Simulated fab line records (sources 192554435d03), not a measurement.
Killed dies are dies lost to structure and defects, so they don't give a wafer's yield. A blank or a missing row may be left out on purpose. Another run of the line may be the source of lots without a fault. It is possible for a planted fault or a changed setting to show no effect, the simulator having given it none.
Check for tools in common || flow n5Finfet || 10 lots and 30 wafers in the sample

## THE REASON FOR OPENING IT
N5_BEOL_M15_OVL_MEAS_11, reading V14_OVL: flagged on 2 of 10 lots. No-fault wafers: 3 nm, standard deviation 3.9.
Rule: a lot is flagged in two cases, either no wafer of it has a number, or all its wafers with numbers fall more than 4 standard deviations from that mean. The rest of the lots are taken to be sound.

{"lot": "L722", "measured": "day 11 20:00", "on": "overlay-02", "V14_OVL (nm), wafer by wafer": "0 4 3", "flag": ""}
{"lot": "L723", "measured": "day 11 21:05", "on": "overlay-02", "V14_OVL (nm), wafer by wafer": "4 6 6", "flag": ""}
{"lot": "L724", "measured": "day 12 01:40", "on": "overlay-02", "V14_OVL (nm), wafer by wafer": "7 7 3", "flag": ""}
{"lot": "L725", "measured": "day 12 11:06", "on": "overlay-01", "V14_OVL (nm), wafer by wafer": "43 47 43", "flag": "FLAGGED"}
{"lot": "L728", "measured": "day 13 13:34", "on": "overlay-02", "V14_OVL (nm), wafer by wafer": "-1 1 0", "flag": ""}
{"lot": "L729", "measured": "day 13 23:31", "on": "overlay-01", "V14_OVL (nm), wafer by wafer": "44 45 47", "flag": "FLAGGED"}
{"lot": "L736", "measured": "day 15 05:43", "on": "overlay-01", "V14_OVL (nm), wafer by wafer": "6 3 7", "flag": ""}
{"lot": "L740", "measured": "day 16 06:59", "on": "overlay-02", "V14_OVL (nm), wafer by wafer": "6 6 6", "flag": ""}
{"lot": "L737", "measured": "day 16 08:33", "on": "overlay-02", "V14_OVL (nm), wafer by wafer": "1 5 2", "flag": ""}
{"lot": "L743", "measured": "day 17 11:38", "on": "overlay-01", "V14_OVL (nm), wafer by wafer": "9 -1 4", "flag": ""}
Average over the flagged lots: 45 nm; offset from the usual +42 nm, equal to +11 standard deviations.

## WHICH TOOL EACH LOT WENT THROUGH
The record holds 4 process steps before the reading, out of a route of 1938 steps. In each cell: the tool, then ch and the chambers that the sampled wafers went through, then the start.
{"lot": "L722", "flag": "", "N5_BEOL_M14_SPUTTER_44": "pvdSputter-03, day 11 18:07", "N5_BEOL_M14_SPUTTER_45": "pvdSputter-03, day 11 18:12", "N5_BEOL_M15_ILD_DEP_00": "pecvd-02 ch 0,1,2, day 11 19:17", "N5_BEOL_M15_EXPOSE_07": "krfScanner-01 ch 0, day 11 19:48"}
{"lot": "L723", "flag": "", "N5_BEOL_M14_SPUTTER_44": "pvdSputter-01, day 11 18:40", "N5_BEOL_M14_SPUTTER_45": "pvdSputter-01, day 11 18:44", "N5_BEOL_M15_ILD_DEP_00": "pecvd-02 ch 0,1,2, day 11 20:31", "N5_BEOL_M15_EXPOSE_07": "krfScanner-01 ch 0, day 11 20:53"}
{"lot": "L724", "flag": "", "N5_BEOL_M14_SPUTTER_44": "pvdSputter-01, day 11 23:55", "N5_BEOL_M14_SPUTTER_45": "pvdSputter-01, day 11 23:59", "N5_BEOL_M15_ILD_DEP_00": "pecvd-04 ch 1,2, day 12 01:05", "N5_BEOL_M15_EXPOSE_07": "krfScanner-01 ch 0, day 12 01:28"}
{"lot": "L725", "flag": "FLAGGED", "N5_BEOL_M14_SPUTTER_44": "pvdSputter-03, day 12 09:08", "N5_BEOL_M14_SPUTTER_45": "pvdSputter-03, day 12 09:13", "N5_BEOL_M15_ILD_DEP_00": "pecvd-02 ch 0,2, day 12 10:31", "N5_BEOL_M15_EXPOSE_07": "krfScanner-01 ch 0, day 12 10:53"}
{"lot": "L728", "flag": "", "N5_BEOL_M14_SPUTTER_44": "pvdSputter-03, day 13 10:45", "N5_BEOL_M14_SPUTTER_45": "pvdSputter-03, day 13 10:50", "N5_BEOL_M15_ILD_DEP_00": "pecvd-03 ch 0,2, day 13 12:59", "N5_BEOL_M15_EXPOSE_07": "krfScanner-02 ch 0, day 13 13:22"}
{"lot": "L729", "flag": "FLAGGED", "N5_BEOL_M14_SPUTTER_44": "pvdSputter-03, day 13 21:17", "N5_BEOL_M14_SPUTTER_45": "pvdSputter-03, day 13 21:22", "N5_BEOL_M15_ILD_DEP_00": "pecvd-03 ch 1,2, day 13 22:49", "N5_BEOL_M15_EXPOSE_07": "krfScanner-01 ch 0, day 13 23:19"}
{"lot": "L736", "flag": "", "N5_BEOL_M14_SPUTTER_44": "pvdSputter-02, day 15 03:16", "N5_BEOL_M14_SPUTTER_45": "pvdSputter-02, day 15 03:20", "N5_BEOL_M15_ILD_DEP_00": "pecvd-04 ch 0, day 15 04:55", "N5_BEOL_M15_EXPOSE_07": "krfScanner-02 ch 0, day 15 05:31"}
{"lot": "L740", "flag": "", "N5_BEOL_M14_SPUTTER_44": "pvdSputter-01, day 16 05:14", "N5_BEOL_M14_SPUTTER_45": "pvdSputter-01, day 16 05:19", "N5_BEOL_M15_ILD_DEP_00": "pecvd-04 ch 0,2, day 16 06:24", "N5_BEOL_M15_EXPOSE_07": "krfScanner-02 ch 0, day 16 06:47"}
{"lot": "L737", "flag": "", "N5_BEOL_M14_SPUTTER_44": "pvdSputter-01, day 16 06:48", "N5_BEOL_M14_SPUTTER_45": "pvdSputter-01, day 16 06:53", "N5_BEOL_M15_ILD_DEP_00": "pecvd-04 ch 0,1,2, day 16 07:58", "N5_BEOL_M15_EXPOSE_07": "krfScanner-02 ch 0, day 16 08:21"}
{"lot": "L743", "flag": "", "N5_BEOL_M14_SPUTTER_44": "pvdSputter-03, day 17 09:35", "N5_BEOL_M14_SPUTTER_45": "pvdSputter-03, day 17 09:40", "N5_BEOL_M15_ILD_DEP_00": "pecvd-03 ch 0,1, day 17 10:46", "N5_BEOL_M15_EXPOSE_07": "krfScanner-02 ch 0, day 17 11:25"}
What these steps do:
- N5_BEOL_M14_SPUTTER_44: material Ta, target thk 15 nm, time 24.19 s.
- N5_BEOL_M14_SPUTTER_45: material Cu, target thk 100 nm, time 16.67 s.
- N5_BEOL_M15_ILD_DEP_00: deposits SiO2 from TEOS/O2, target thk 1629.3 nm, time 346.1 s.
- N5_BEOL_M15_EXPOSE_07: exposes mask V14.
- N5_BEOL_M15_OVL_MEAS_11

## FLAGGED AGAINST TOTAL, ONE TOOL AT A TIME (gauges that did the reading follow at the end)
{"step": "N5_BEOL_M14_SPUTTER_44", "tool": "pvdSputter-01", "lots run": 4, "flagged": 0, "share of the flagged lots": "none", "sound lots run after its first flagged lot": "-"}
{"step": "N5_BEOL_M14_SPUTTER_44", "tool": "pvdSputter-02", "lots run": 1, "flagged": 0, "share of the flagged lots": "none", "sound lots run after its first flagged lot": "-"}
{"step": "N5_BEOL_M14_SPUTTER_44", "tool": "pvdSputter-03", "lots run": 5, "flagged": 2, "share of the flagged lots": "all", "sound lots run after its first flagged lot": "2 (L728,L743)"}
{"step": "N5_BEOL_M14_SPUTTER_45", "tool": "pvdSputter-01", "lots run": 4, "flagged": 0, "share of the flagged lots": "none", "sound lots run after its first flagged lot": "-"}
{"step": "N5_BEOL_M14_SPUTTER_45", "tool": "pvdSputter-02", "lots run": 1, "flagged": 0, "share of the flagged lots": "none", "sound lots run after its first flagged lot": "-"}
{"step": "N5_BEOL_M14_SPUTTER_45", "tool": "pvdSputter-03", "lots run": 5, "flagged": 2, "share of the flagged lots": "all", "sound lots run after its first flagged lot": "2 (L728,L743)"}
{"step": "N5_BEOL_M15_ILD_DEP_00", "tool": "pecvd-02", "lots run": 3, "flagged": 1, "share of the flagged lots": "some", "sound lots run after its first flagged lot": 0}
{"step": "N5_BEOL_M15_ILD_DEP_00", "tool": "pecvd-03", "lots run": 3, "flagged": 1, "share of the flagged lots": "some", "sound lots run after its first flagged lot": "1 (L743)"}
{"step": "N5_BEOL_M15_ILD_DEP_00", "tool": "pecvd-04", "lots run": 4, "flagged": 0, "share of the flagged lots": "none", "sound lots run after its first flagged lot": "-"}
{"step": "N5_BEOL_M15_EXPOSE_07", "tool": "krfScanner-01", "lots run": 5, "flagged": 2, "share of the flagged lots": "all", "sound lots run after its first flagged lot": 0}
{"step": "N5_BEOL_M15_EXPOSE_07", "tool": "krfScanner-02", "lots run": 5, "flagged": 0, "share of the flagged lots": "none", "sound lots run after its first flagged lot": "-"}
{"step": "N5_BEOL_M15_OVL_MEAS_11", "tool": "overlay-01", "lots run": 4, "flagged": 2, "share of the flagged lots": "all", "sound lots run after its first flagged lot": "2 (L736,L743)"}
{"step": "N5_BEOL_M15_OVL_MEAS_11", "tool": "overlay-02", "lots run": 6, "flagged": 0, "share of the flagged lots": "none", "sound lots run after its first flagged lot": "-"}

## THE TABLE: WHAT IT ALLOWS
4 rows of the table ran every flagged lot: pvdSputter-03 at N5_BEOL_M14_SPUTTER_44, pvdSputter-03 at N5_BEOL_M14_SPUTTER_45, krfScanner-01 at N5_BEOL_M15_EXPOSE_07, overlay-01 at N5_BEOL_M15_OVL_MEAS_11.
- pvdSputter-03 at N5_BEOL_M14_SPUTTER_44: 2 of its 5 lots flagged. Sound lots followed the first flagged one (L728, L743) on it, something a lasting fault affecting the whole tool could not allow.
- pvdSputter-03 at N5_BEOL_M14_SPUTTER_45: 2 of its 5 lots flagged. Sound lots followed the first flagged one (L728, L743) on it, something a lasting fault affecting the whole tool could not allow.
- krfScanner-01 at N5_BEOL_M15_EXPOSE_07: 2 of its 5 lots flagged. Last sound lot L724 at day 12 01:28, first flagged lot L725 at day 12 10:53; a fault beginning in between fits.
- overlay-01 at N5_BEOL_M15_OVL_MEAS_11: 2 of its 4 lots flagged. Sound lots followed the first flagged one (L736, L743) on it, something a lasting fault affecting the whole tool could not allow.
krfScanner-01 at N5_BEOL_M15_EXPOSE_07 is the single tool remaining.

## WHAT HAD BEEN PUT IN BY THE SIMULATOR
Scanner matching overlay: krfScanner-01, from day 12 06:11 on, at N5_BEOL_M15_EXPOSE_07. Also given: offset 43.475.
Lots struck among those shown: L725, L729. The rule given above showed the same thing.
